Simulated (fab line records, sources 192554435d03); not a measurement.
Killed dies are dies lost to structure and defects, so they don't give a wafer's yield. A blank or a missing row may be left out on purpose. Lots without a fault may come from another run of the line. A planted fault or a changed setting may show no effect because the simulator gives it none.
A struck lot beside a sound one | flow n5_finfet | 14 steps out of a route of 1938
Sound: wafers L876.1, L876.3, L876.5. Struck: wafer L892.3. (L892.5 of the same lot was not struck and is left out.) The cause comes at the end.
At each step with rows: each side's tool, then ch and its chambers, then its first start. Under that, the readings that differ: sound wafers | struck wafers | difference of the means | sigmas: that difference in standard deviations of wafers without a fault.
alike: readings whose means differ by less than 2 such deviations, and words and numbers that are the same on both sides. not compared: withheld readings, readings that some wafer has no value for, bounds like >300 that may hide the same value, and numbers for which the record gives no deviation and whose values overlap.
The two part at a step that has a row with sigmas, a row that says differs or no value, or rows on one side only. Numbers that don't overlap but have no deviation are shown without sigmas and don't part them. A reading that every wafer of one side lacks parts them only if that side has two wafers or more.

N5_BEOL_M5_OVL_MEAS_29:
  sound on overlay-02 ch 0, day 11 06:37; struck on overlay-02 ch 0, day 14 22:08
  alike: V4_OVL
N5_BEOL_M5_INSPECT_30: inspects for defects (brightfield).
  sound on defect_inspect-01, day 11 06:40; struck on defect_inspect-02, day 14 22:11
  reading          | sound       | struck | difference | sigmas
  raw_defect_count | 353 357 312 | 528    | +187       | +2
then, 1 step without rows for these wafers: N5_BEOL_M5_DESCUM_33 (chemistry O2, time 7 s).
N5_BEOL_M5_ETCH_75: etches underlayer in N2/H2, target depth 6.5 nm, time 5.2 s.
  sound on rie_diel-02 ch 1,2, day 11 06:44; struck on rie_diel-02 ch 2, day 14 22:35
  alike: bias_w, drypump_motor_current_A, etch_rf_on_time_s, oes_product_au, rf_vpp_V, showerhead_plenum_p_Torr, throttle_valve_pct
  not compared: rf_hours_counter_h
N5_BEOL_M5_ETCH_67: etches SiARC in CF4, target depth 15.6 nm, time 26 s.
  sound on rie_diel-02 ch 1,2, day 11 06:46; struck on rie_diel-02 ch 2, day 14 22:37
  alike: bias_w, drypump_motor_current_A, etch_rf_on_time_s, oes_product_au, rf_vpp_V, showerhead_plenum_p_Torr, throttle_valve_pct
  not compared: rf_hours_counter_h
N5_BEOL_M5_ETCH_68: etches SOC in N2/H2, target depth 80 nm, overetch 16 nm, time 120 s.
  sound on rie_diel-02 ch 1,2, day 11 06:47; struck on rie_diel-02 ch 2, day 14 22:38
  alike: bias_w, drypump_motor_current_A, oes_product_au, rf_vpp_V, showerhead_plenum_p_Torr, throttle_valve_pct
  not compared: rf_hours_counter_h
then, 4 steps without rows for these wafers: N5_BEOL_M5_STRIP_69 (strips in N2/H2); N5_BEOL_M5_STRIP_76 (strips in N2/H2); N5_BEOL_M5_VIA_ETCH_34 (etches SiCOH lowk in C4F6/O2, target depth 88.3 nm, time 39.2 s); N5_BEOL_M5_STRIP_85 (strips in C4F6/O2).
N5_BEOL_M5_STRIP_36: strips in N2/H2.
  sound on rie_diel-02 ch 1,2, day 11 06:56; struck on rie_diel-02 ch 2, day 14 22:47
  alike: drypump_motor_current_A, oes_product_au, rf_vpp_V, showerhead_plenum_p_Torr, throttle_valve_pct
  not compared: rf_hours_counter_h
N5_BEOL_M5_TRENCH_ETCH_37: etches SiCOH lowk in C4F6/O2, target depth 71.652 nm, time 24.7 s.
  sound on rie_diel-02 ch 1,2; struck on rie_diel-02 ch 2
  alike: bias_w, drypump_motor_current_A, oes_product_au, rf_vpp_V, showerhead_plenum_p_Torr, throttle_valve_pct
  not compared: rf_hours_counter_h
N5_BEOL_M5_ETCH_41: etches SiCN in CH3F/O2, target depth 31.5 nm, time 56.7 s.
  sound on rie_diel-02 ch 1,2, day 11 07:00; struck on rie_diel-02 ch 2, day 14 22:51
  reading                  | sound             | struck | difference | sigmas
  bias_w (W)               | 75.29 75.10 75.19 | 74.76  | -0.43      | -2
  oes_product_au (a.u.)    | 0.86 0.79 0.86    | 1.05   | +0.21      | +2
  model.etch.depth_nm (nm) | 21.66 22.07 21.64 | 35.17  | +13.38     |
  alike: drypump_motor_current_A, rf_vpp_V, showerhead_plenum_p_Torr, throttle_valve_pct
  not compared: rf_hours_counter_h
then, 1 step without rows for these wafers: N5_BEOL_M5_STRIP_91 (strips in N2/H2, time 10 s).

WHERE THEY PART
First at N5_BEOL_M5_INSPECT_30; last, within this record, at N5_BEOL_M5_ETCH_41.

WHY: what the simulator had put in
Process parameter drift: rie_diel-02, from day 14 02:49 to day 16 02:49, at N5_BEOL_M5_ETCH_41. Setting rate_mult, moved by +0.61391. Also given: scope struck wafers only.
